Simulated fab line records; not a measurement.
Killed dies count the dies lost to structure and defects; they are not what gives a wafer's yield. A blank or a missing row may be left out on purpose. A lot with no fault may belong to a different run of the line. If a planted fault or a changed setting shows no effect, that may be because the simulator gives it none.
fab line records	flow n5Finfet
[record] lots = 9	wafers = 27	lastDay = 18
route steps=1938 shown DUMMY_GATE@231 BEOL_M4@1111 PASSIVATION@1936
lots untouched by any fault: they come from a run of this same line in which no faults occurred
startH: start of the lot's first displayed wafer, in hours after the record's first day	waitH: time in hours since the lot's previous step	" as in the row above	L1.1+2: several wafers, shown together as one row	- value missing, or start not given	* or withheld: withheld	< > ~ a bound
route shown NAME@n: a module of which the file shows steps, and the number in the route of the first	usual: average and standard deviation across the fault-free wafers	same: alike in all rows	chamber/n: place in a boat	sites: each site's reading	_std_site: how widely they spread, as a standard deviation	_edge_site: mean of outer sites minus mean of inner sites	radiusMm: for every site, how far away it sits from the centre of the wafer	mask NAME#n: copy n	behind: the most recent tool/chamber to have shaped the wafer	hold: why the lot went on hold/how many hours it stayed there/how the hold came to an end	device: whichever transistor did not switch (one of n, p or np)	end of line: at the end of the route, the tests of the same wafers	where a step has no rows: the recipe by itself	killed: not the wafer's yield, but the dies lost to structure and defects at the first sort	map: a wafer's dies, marking killed ones x, the rest . and places with no die _
set.NAME: the setting the step ran with; set.NAME@STEP: the setting that earlier step ran with	model.NAME: the simulator's own value behind a step, which no gauge read
one table for each step of the route and one row for each wafer, over a sample of lots
services: when a tool's chamber went out of use (startH, in hours from the record's first day, below 0 if earlier), for how many hours, and the reason
[[steps]]
[step N5_DUMMY_GATE_CD_MEAS_15]
[recipe] targetCdNm = 25.8	landingEnergyEv = 500	detector = seInlens
[usual] cdNm = 24.97/0.22
lot.wafer	tool	chamber	startH	waitH	cdNm
L406.1	cdSem-03	0	59.14	-	24.92
L406.2	"	0	"	"	24.90
L406.4	"	0	"	"	25.05
L408.2	cdSem-03	0	72.68	-	24.85
L408.4	"	0	"	"	24.74
L408.6	"	0	"	"	24.73
L409.3	cdSem-03	0	75.09	-	25.05
L409.4	"	0	"	"	25.43
L409.6	"	0	"	"	24.97
L411.2	cdSem-03	0	89.03	-	24.82
L411.3	"	0	"	"	24.94
L411.4	"	0	"	"	25.17
L414.2	cdSem-03	0	109.49	-	24.79
L414.4	"	0	"	"	25.30
L414.5	"	0	"	"	24.94
L420.1	cdSem-02	0	141.44	-	25.26
L420.3	"	0	"	"	25.13
L420.4	"	0	"	"	25.13
L422.1	cdSem-03	0	154.41	-	24.74
L422.2	"	0	"	"	24.84
L422.4	"	0	"	"	24.93
L424.1	cdSem-03	0	166.60	-	25.04
L424.5	"	0	"	"	25.17
L424.6	"	0	"	"	25.21
L427.1	cdSem-03	0	191.21	-	24.82
L427.3	"	0	"	"	25.14
L427.5	"	0	"	"	25.35
[step N5_DUMMY_GATE_ETCH_32]
[recipe] chemistry = CF4	target = SiO2	targetDepthA = 35	timeS = 3.9	ionEnergyEv = 350	pressureMtorr = 10	icpW = 800	biasW = 400	cf4FlowSccm = 80
[usual] drypumpMotorCurrentA = 5.6/0.42	oesProductAu = 0.990/0.017	throttleValvePct = 21.71/0.25
lot.wafer	tool	chamber	startH	waitH	drypumpMotorCurrentA	oesProductAu	rfHoursCounterH	throttleValvePct
L406.1	rieSi-02	0	60.02	0.1	5.2	1.012	11	21.60
L406.2	"	1	"	"	5.3	0.972	8	22.04
L406.4	"	3	"	"	5.5	0.995	180	21.85
L408.2	rieSi-03	2	74.03	0.1	5.7	1.014	134	22.13
L408.4	"	0	"	"	5.4	1.000	7	21.40
L408.6	"	1	"	"	5.3	0.975	-	21.35
L409.3	rieSi-02	1	76.11	0.1	5.3	0.961	8	22.03
L409.4	"	3	"	"	5.5	0.981	180	21.85
L409.6	"	1	"	"	5.3	0.974	-	22.06
L411.2	rieSi-02	3	90.20	0.1	5.5	0.962	180	21.84
L411.3	"	0	"	"	5.1	1.005	12	21.58
L411.4	"	1	"	"	5.3	0.961	8	22.05
L414.2	rieSi-03	3	110.42	0.1	5.2	0.997	181	21.56
L414.4	"	2	"	"	5.7	1.009	135	22.12
L414.5	"	0	"	"	5.4	0.997	-	21.39
L420.1	rieSi-02	2	142.58	0.1	6.3	0.996	6	21.65
L420.3	"	0	"	"	5.2	1.016	13	21.59
L420.4	"	3	"	"	5.5	0.996	181	21.84
L422.1	rieSi-04	3	155.47	0.1	5.8	0.985	2	21.54
L422.2	"	1	"	"	6.2	1.028	85	21.97
L422.4	"	3	"	"	5.9	0.993	-	21.55
L424.1	rieSi-03	2	167.43	0.1	5.7	1.002	136	22.11
L424.5	"	3	"	"	5.2	0.991	-	21.55
L424.6	"	2	"	"	5.7	1.001	-	22.12
L427.1	rieSi-02	2	192.57	0.1	6.4	0.985	7	21.64
L427.3	"	3	"	"	5.5	0.985	182	21.84
L427.5	"	2	"	"	6.4	0.992	-	21.64
[step N5_DUMMY_GATE_ETCH_42]
[recipe] chemistry = CHF3/O2	target = SiO2	targetDepthA = 35	timeS = 31	ionEnergyEv = 30	biasW = 12	pressureMtorr = 30	sourceW = 600	Ar_flow_sccm = 200	CHF3_flow_sccm = 50	O2_flow_sccm = 5
[usual] drypumpMotorCurrentA = 5.8/0.43	oes_f_703_au = 0.75/0.052	oesProductAu = 0.75/0.053	rfVppV = 42.3/0.9	showerheadPlenumPTorr = 2.37/0.075	throttleValvePct = 18.76/0.22
lot.wafer	tool	chamber	startH	waitH	drypumpMotorCurrentA	oes_f_703_au	oesProductAu	rfHoursCounterH	rfVppV	showerheadPlenumPTorr	throttleValvePct
L406.1	rieDiel-03	2	60.27	0.0	6.2	0.76	0.76	130	40.8	2.33	18.72
L406.2	"	0	"	"	6.1	0.77	0.78	142	40.6	2.32	18.87
L406.4	"	3	"	"	6.2	0.85	0.83	71	42.3	2.34	18.72
L408.2	rieDiel-02	3	74.28	0.0	6.3	0.69	0.70	226	41.0	2.48	18.59
L408.4	"	1	"	"	5.7	0.80	0.79	108	41.9	2.24	18.28
L408.6	"	0	"	"	5.7	0.76	0.78	-	42.7	2.43	18.97
L409.3	rieDiel-02	0	76.36	0.0	5.7	0.77	0.78	112	41.2	2.43	18.98
L409.4	"	2	"	"	5.2	0.70	0.68	231	42.6	2.37	18.63
L409.6	"	2	"	"	5.1	0.70	0.68	-	41.8	2.37	18.64
L411.2	rieDiel-03	3	90.44	0.0	6.3	0.83	1.13	81	42.3	2.34	18.73
L411.3	"	0	"	"	6.1	0.76	0.78	151	42.6	2.32	18.90
L411.4	"	1	"	"	4.7	0.69	0.67	227	42.3	2.48	18.89
L414.2	rieDiel-03	2	110.67	0.0	6.2	0.74	1.02	146	42.1	2.32	18.74
L414.4	"	0	"	"	6.1	0.76	0.77	158	42.0	2.31	18.90
L414.5	"	3	"	"	6.2	0.83	0.82	-	41.7	2.34	18.74
L420.1	rieDiel-04	1	142.83	0.0	6.1	0.76	0.77	146	44.4	2.51	18.67
L420.3	"	3	"	"	5.8	0.73	0.73	201	43.5	2.39	18.96
L420.4	"	2	"	"	5.7	0.69	0.67	237	42.5	2.38	19.04
L422.1	rieDiel-02	3	155.72	0.0	6.3	0.68	0.68	251	43.7	2.47	18.62
L422.2	"	0	"	"	5.7	0.75	0.74	136	41.0	2.42	19.02
L422.4	"	3	"	"	6.3	0.68	0.69	-	42.6	2.47	18.63
L424.1	rieDiel-02	0	167.68	0.0	5.7	0.74	0.74	141	40.8	2.42	19.01
L424.5	"	3	"	"	6.3	0.68	0.68	-	42.5	2.46	18.64
L424.6	"	0	"	"	5.7	0.74	0.75	-	41.7	2.42	19.04
L427.1	rieDiel-03	2	192.89	0.1	6.2	0.73	0.74	170	43.7	2.31	18.78
L427.3	"	3	"	"	6.2	0.81	0.79	110	42.0	2.33	18.78
L427.5	"	3	"	"	6.2	0.81	0.80	-	42.3	2.33	18.77
[step N5_DUMMY_GATE_STRIP_48]
[recipe] chemistry = N2/H2	timeS = 20	powerW = 100	tempC = 40	pressureMtorr = 100	rfFrequencyHz = 6e+07	biasPowerW = 3	n2FlowSccm = 300	h2FlowSccm = 300
[usual] biasPowerW = 2.999/0.0099	drypumpMotorCurrentA = 5.8/0.43	h2FlowSccm = 300.1/0.88	n2FlowSccm = 300.2/0.82	oesProductAu = 0.75/0.054	rfVppV = 45.3/0.92	showerheadPlenumPTorr = 3.32/0.11	throttleValvePct = 12.23/0.2
lot.wafer	tool	chamber	startH	waitH	biasPowerW	drypumpMotorCurrentA	h2FlowSccm	n2FlowSccm	oesProductAu	rfHoursCounterH	rfVppV	showerheadPlenumPTorr	throttleValvePct
L406.1	rieDiel-03	2	60.32	0.0	3.001	6.2	299.3	301.2	0.77	130	44.6	3.26	12.25
L406.2	"	0	"	"	3.005	6.1	299.4	300.9	0.79	142	44.1	3.24	12.19
L406.4	"	3	"	"	3.001	6.3	300.8	300.1	0.84	71	47.5	3.28	12.06
L408.2	rieDiel-02	3	74.32	0.0	3.016	6.3	301.0	299.4	0.70	226	46.0	3.48	12.27
L408.4	"	1	"	"	2.974	5.7	301.7	299.4	0.79	108	45.0	3.14	11.78
L408.6	"	0	"	"	3.002	5.7	299.4	299.5	0.77	-	45.1	3.40	12.35
L409.3	rieDiel-02	0	76.40	0.0	2.996	5.7	300.0	300.5	0.77	112	45.4	3.40	12.35
L409.4	"	2	"	"	3.014	5.2	300.5	298.9	0.68	231	43.3	3.32	12.18
L409.6	"	2	"	"	3.002	5.2	300.2	300.1	0.68	-	45.7	3.32	12.17
L411.2	rieDiel-03	3	90.49	0.0	2.997	6.2	299.8	301.6	0.83	81	47.0	3.28	12.09
L411.3	"	0	"	"	2.988	6.1	300.3	298.4	0.79	151	46.6	3.24	12.22
L411.4	"	1	"	"	3.000	4.7	301.5	300.7	0.68	227	46.2	3.46	12.34
L414.2	rieDiel-03	2	110.72	0.0	3.007	6.2	297.2	300.0	0.74	146	44.2	3.25	12.31
L414.4	"	0	"	"	2.990	6.1	299.9	300.4	0.77	158	45.4	3.24	12.23
L414.5	"	3	"	"	3.017	6.2	299.7	300.1	0.82	-	45.6	3.28	12.11
L420.1	rieDiel-04	1	142.88	0.0	3.010	6.1	298.6	299.7	0.78	146	47.5	3.52	12.16
L420.3	"	3	"	"	3.009	5.8	300.8	301.1	0.73	202	45.3	3.35	12.47
L420.4	"	2	"	"	3.004	5.7	300.5	300.4	0.67	237	45.2	3.32	12.50
L422.1	rieDiel-02	3	155.77	0.0	2.996	6.3	299.6	299.2	0.68	251	46.0	3.46	12.30
L422.2	"	0	"	"	3.002	5.7	299.2	300.9	0.76	136	43.1	3.38	12.41
L422.4	"	3	"	"	3.001	6.3	299.6	299.5	0.68	-	45.7	3.47	12.32
L424.1	rieDiel-02	0	167.72	0.0	2.980	5.7	300.3	300.4	0.75	141	44.7	3.38	12.41
L424.5	"	3	"	"	3.008	6.3	299.6	301.5	0.68	-	45.1	3.46	12.33
L424.6	"	0	"	"	2.996	5.7	298.4	299.6	0.76	-	46.4	3.38	12.43
L427.1	rieDiel-03	2	192.94	0.0	2.997	6.2	299.9	298.7	0.73	170	45.4	3.24	12.36
L427.3	"	3	"	"	2.995	6.2	300.6	300.3	0.79	110	44.9	3.26	12.16
L427.5	"	3	"	"	3.002	6.2	301.3	298.9	0.79	-	44.3	3.26	12.17
[step N5_BEOL_M4_RC_MEAS_101]
[usual] DIBL_N = 35.7/1.3	DIBL_P = 35.4/1.8	IOFF_N = 0.152/0.027	IOFF_P = 0.20/0.034	ION_N = 672/9.8	ION_P = 461/7.5	SS_N = 71.4/0.55	SS_P = 73.1/0.61	VT_N = 251/3.3	VT_P = -251/3.6
lot.wafer	tool	chamber	startH	waitH	DIBL_N[mV/V]	DIBL_P[mV/V]	IOFF_N[nA/um]	IOFF_P[nA/um]	ION_N[uA/um]	ION_P[uA/um]	SS_N[mV/dec]	SS_P[mV/dec]	VT_N[mV]	VT_P[mV]
L406.1	prober-01	0	179.12	0.0	38.6	38.5	0.217	0.30	674	468	72.4	74.4	248	-244
L406.2	"	0	"	"	34.7	32.9	0.139	0.21	671	463	71.0	72.9	251	-249
L406.4	"	0	"	"	34.8	34.2	0.144	0.22	673	460	71.6	73.5	251	-248
L408.2	prober-01	0	191.24	0.2	35.8	36.2	0.162	0.18	676	452	71.3	73.1	253	-258
L408.4	"	0	"	"	36.4	37.6	0.186	0.19	688	469	71.3	73.7	246	-252
L408.6	"	0	"	"	36.6	37.3	0.188	0.19	673	453	72.3	73.8	251	-253
L409.3	prober-02	0	194.45	0.3	35.6	36.1	0.174	0.24	679	472	71.7	73.4	247	-243
L409.4	"	0	"	"	38.0	39.5	0.237	0.32	694	484	72.4	73.6	243	-242
L409.6	"	0	"	"	37.0	37.8	0.203	0.27	691	481	71.8	73.5	243	-243
L411.2	prober-02	0	209.83	0.2	36.1	37.0	0.163	0.21	676	465	72.1	73.3	247	-251
L411.3	"	0	"	"	35.9	36.5	0.157	0.20	682	459	71.7	72.6	248	-250
L411.4	"	0	"	"	35.6	35.6	0.153	0.20	674	462	71.3	73.1	248	-250
L414.2	prober-02	0	227.33	0.2	37.8	38.5	0.187	0.26	680	466	72.5	74.5	250	-245
L414.4	"	0	"	"	35.7	35.6	0.148	0.22	662	463	71.3	73.1	250	-248
L414.5	"	0	"	"	34.8	34.8	0.139	0.21	677	465	70.7	73.3	250	-248
L420.1	prober-01	0	261.82	0.0	35.0	34.7	0.129	0.19	657	458	71.1	73.4	253	-250
L420.3	"	0	"	"	34.2	32.8	0.116	0.16	658	456	71.4	72.4	257	-252
L420.4	"	0	"	"	34.6	33.7	0.115	0.17	653	453	70.1	72.1	256	-250
L422.1	prober-02	0	280.66	0.0	39.0	38.9	0.201	0.28	685	474	71.8	74.3	246	-246
L422.2	"	0	"	"	38.2	37.8	0.196	0.27	691	479	72.4	74.4	248	-244
L422.4	"	0	"	"	37.7	37.7	0.175	0.26	677	472	71.4	74.6	248	-244
L424.1	prober-02	0	281.59	0.6	33.4	34.1	0.116	0.15	656	451	71.0	72.4	256	-258
L424.5	"	0	"	"	33.5	33.9	0.108	0.15	649	445	70.8	72.5	258	-256
L424.6	"	0	"	"	36.0	36.6	0.151	0.18	663	452	71.3	73.1	251	-257
L427.1	prober-02	0	318.48	0.0	34.8	33.5	0.121	0.19	674	459	70.5	73.0	254	-252
L427.3	"	0	"	"	33.8	32.4	0.104	0.17	653	457	70.8	72.3	259	-253
L427.5	"	0	"	"	35.4	34.7	0.132	0.20	668	467	71.3	73.0	252	-249
[step N5_PASSIVATION_PROBE_49]
[usual] defectLimitedYield = 91.5/1.3	killed_at_M0_to_M3 = 33/11	killed_at_M4_up = 14/5.3	killedAtContacts = 11/6.3	killedAtFrontEnd = 38/10	killedAtOther = 3.7/2.8	killedDies = 101/16	killedOpen = 67/12	killedShort = 32/7.4	sort_bin_5_function = 5.0/0.86	sort_bin_6_memory = 3.2/0.69	sort_bin_8_speed = 0.00/0.007	sortNPass = 1079/16	sortYieldPct = 91.5/1.3
[same] grossDies = 1180	killedAtBackSide = 0	sort_bin_4_leakage[%] = 0
lot.wafer	tool	chamber	startH	waitH	defectLimitedYield[%]	killed_at_M0_to_M3	killed_at_M4_up	killedAtContacts	killedAtFrontEnd	killedAtOther	killedDies	killedOpen	killedShort	sort_bin_5_function[%]	sort_bin_6_memory[%]	sort_bin_8_speed[%]	sortNPass	sortYieldPct[%]
L406.1	prober-02	-	299.56	0.0	92.4	25	15	10	39	1	90	53	33	3.7	3.3	0	1090	92.4
L406.2	prober-02	-	299.61	0.1	92.6	29	13	4	39	2	87	53	34	5.1	2.1	0	1093	92.6
L406.4	prober-02	-	299.71	0.2	92.4	20	11	6	53	0	90	59	29	4.8	2.7	0	1090	92.4
L409.3	prober-01	-	304.34	0.1	90.6	43	15	12	38	3	111	77	33	5.2	4.2	0	1069	90.6
L409.4	prober-01	-	304.39	0.2	89.7	28	20	26	41	6	121	90	30	5.9	3.9	0	1059	89.7
L409.6	prober-01	-	304.49	0.3	90.3	47	10	18	36	3	114	75	38	5.6	3.5	0	1066	90.3
L411.2	prober-02	-	306.20	0.1	89.7	37	22	9	49	4	121	89	32	5.7	4.4	0	1059	89.7
L411.3	prober-02	-	306.25	0.1	93.1	26	23	4	27	1	81	52	28	4.0	2.6	0	1099	93.1
L411.4	prober-02	-	306.30	0.2	89.3	46	12	10	56	2	126	81	45	6.4	4.0	0	1054	89.3
// killed by level:class
L406.1 FIN_SAQP:geometricParticle:short=10 BEOL_M0_SAQP:geometricParticle:short=9 BEOL_M0_SAQP:geometricParticle:open=9 MOL_CONTACT_COAG:geometricParticle:open=8 FIN_SAQP:geometricParticle:open=7 GATE_CUT:geometricParticle:short=5 BEOL_M4:geometricParticle:open=5 DUMMY_GATE:geometricParticle:open=3
L406.2 FIN_SAQP:geometricParticle:open=16 FIN_SAQP:geometricParticle:short=6 GATE_CUT:geometricParticle:short=6 BEOL_M2:geometricParticle:open=6 BEOL_M5:geometricParticle:short=6 BEOL_M0_SAQP:geometricParticle:open=5 BEOL_M0_SAQP:geometricParticle:short=5 GATE_CUT:geometricParticle:open=4
L406.4 FIN_SAQP:geometricParticle:open=21 FIN_SAQP:geometricParticle:short=11 BEOL_M0_SAQP:geometricParticle:open=11 BEOL_M4:geometricParticle:open=7 GATE_CUT:geometricParticle:short=6 BEOL_M0_SAQP:geometricParticle:short=5 GATE_CUT:geometricParticle:open=4 MOL_CONTACT_COAG:geometricParticle:open=4
L409.3 BEOL_M1:geometricParticle:open=11 FIN_SAQP:geometricParticle:open=9 MOL_CONTACT_COAG:geometricParticle:open=9 BEOL_M4:geometricParticle:open=8 BEOL_M0_SAQP:geometricParticle:short=8 DUMMY_GATE:geometricParticle:open=7 BEOL_M0_SAQP:geometricParticle:open=7 BEOL_M2:geometricParticle:open=6
L409.4 MOL_CONTACT_COAG:geometricParticle:open=20 BEOL_M4:geometricParticle:open=10 STI_FIN_REVEAL:geometricParticle:open=9 BEOL_M2:geometricParticle:open=8 MOL_CONTACT_COAG:geometricParticle:short=6 FIN_SAQP:geometricParticle:open=5 DUMMY_GATE:geometricParticle:open=5 ILD0:geometricParticle:open=5
L409.6 MOL_CONTACT_COAG:geometricParticle:open=13 BEOL_M2:geometricParticle:open=13 BEOL_M0_SAQP:geometricParticle:short=10 BEOL_M3:geometricParticle:open=7 FIN_SAQP:geometricParticle:open=6 BEOL_M0_SAQP:geometricParticle:open=6 BEOL_M1:geometricParticle:open=6 FIN_SAQP:geometricParticle:short=5
L411.2 FIN_SAQP:geometricParticle:open=15 BEOL_M4:geometricParticle:open=13 BEOL_M2:geometricParticle:open=11 BEOL_M0_SAQP:geometricParticle:open=10 FIN_SAQP:geometricParticle:short=7 STI_FIN_REVEAL:geometricParticle:open=7 MOL_CONTACT_COAG:geometricParticle:open=7 BEOL_M1:geometricParticle:open=5
L411.3 BEOL_M4:geometricParticle:open=10 FIN_SAQP:geometricParticle:open=7 FIN_SAQP:geometricParticle:short=7 BEOL_M1:geometricParticle:open=6 BEOL_M3:geometricParticle:open=5 BEOL_M3:geometricParticle:short=5 BEOL_M5:geometricParticle:open=4 DUMMY_GATE:geometricParticle:open=3
L411.4 FIN_SAQP:geometricParticle:open=28 BEOL_M3:geometricParticle:short=12 MOL_CONTACT_COAG:geometricParticle:open=10 BEOL_M1:geometricParticle:short=10 FIN_SAQP:geometricParticle:short=9 BEOL_M4:geometricParticle:open=6 BEOL_M0_SAQP:geometricParticle:short=5 DUMMY_GATE:geometricParticle:open=5
[[services]]
tool	chamber	startH	hours	kind
rieSi-02	-	61.49	0.4	repair
rieDiel-03	1	63.21	7.4	repair
rieSi-04	-	66.26	0.5	repair
rieSi-02	-	67.08	0.9	repair
rieSi-04	-	86.98	14.6	pm
rieSi-03	1	119.21	-	clean
rieSi-03	1	119.21	9.8	scheduledDown
rieSi-03	1	119.21	9.8	ventCycle
rieDiel-02	1	128.59	14.5	repair
rieDiel-02	2	143.09	-	clean
rieDiel-02	2	143.09	-	consumableReplace:focusRing
rieDiel-02	2	143.09	35.0	scheduledDown
rieDiel-02	2	143.09	35.0	ventCycle
rieSi-03	-	156.26	0.4	repair
rieSi-04	-	169.75	0.3	repair
rieDiel-03	1	170.57	-	clean
rieDiel-03	1	170.57	-	consumableReplace:focusRing
rieDiel-03	1	170.57	23.4	scheduledDown
rieDiel-03	1	170.57	23.4	ventCycle
rieDiel-02	3	178.06	-	clean
rieDiel-02	3	178.06	-	consumableReplace:focusRing
rieDiel-02	3	178.06	12.3	scheduledDown
rieDiel-02	3	178.06	12.3	ventCycle
rieDiel-04	2	185.70	-	clean
[[key]]
[firstSign] step = N5_DUMMY_GATE_ETCH_42	reading = oesProductAu	direction = up	sigmas = 6.2	usual = 0.75	struck = 1.08
effect none on later readings
metAt N5_DUMMY_GATE_ETCH_42
struckLots L411,L414
struckWafers L411.2,L414.2
notActingAt N5_DUMMY_GATE_CD_MEAS_15,N5_DUMMY_GATE_ETCH_32,N5_DUMMY_GATE_STRIP_48
onsetBetween 60.27 90.44
[fault] kind = processParameterDrift	tool = rieDiel-03	chamber = -	onsetH = 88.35	steps = N5_DUMMY_GATE_ETCH_42	channel = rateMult	offset = 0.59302	shape = step	endH = 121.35	scope = struckWafersOnly
